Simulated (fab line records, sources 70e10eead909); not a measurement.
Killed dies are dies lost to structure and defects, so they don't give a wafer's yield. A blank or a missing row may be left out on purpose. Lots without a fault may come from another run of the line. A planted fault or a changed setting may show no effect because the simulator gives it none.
Chamber matching | flow nand_harc | NHARC_A_BLC_STRIP_29 on rie_diel-02: 4 sister chambers
The step strips in CF4. 4 wafers are shown with their chamber, then 7 later ones without.

WAFERS WITH THEIR CHAMBER
wafer  | chamber | showerhead_plenum_p_Torr (Torr)
L174.6 | 0       | 1.79
L182.5 | 1       | 1.66
L188.3 | 3       | 1.65
L188.4 | 2       | 1.73

WAFERS WITHOUT THEIR CHAMBER
wafer  | showerhead_plenum_p_Torr (Torr)
L188.6 | 1.65
L181.1 | 1.65
L181.2 | 1.78
L181.6 | 1.66
L191.1 | 1.73
L191.2 | 1.66
L191.4 | 1.64

WHICH CHAMBER EACH WENT THROUGH
wafer  | from the rows above     | in truth
L188.6 | can't be placed: 3 or 1 | 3
L181.1 | can't be placed: 3 or 1 | 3
L181.2 | 0                       | 0
L181.6 | can't be placed: 1 or 3 | 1
L191.1 | 2                       | 2
L191.2 | can't be placed: 1 or 3 | 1
L191.4 | can't be placed: 3 or 1 | 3
Placed correctly: 2 of 7. Can't be placed from these rows: 5 (the true chamber is among the candidates in 5). Placed wrongly: 0.
How it was worked out, from the rows above alone: a wafer's distance from a chamber is the root of the sum, over the readings, of the square of ((its reading less the chamber's mean) divided by the reading's scatter). The wafer belongs to the nearest chamber; if the next one is less than 2 further off, it can't be placed. A chamber's mean is the mean of its shown wafers. The scatter: with one shown wafer a chamber, the root of the mean of the squares of how far each hidden wafer lies from its nearest shown one.
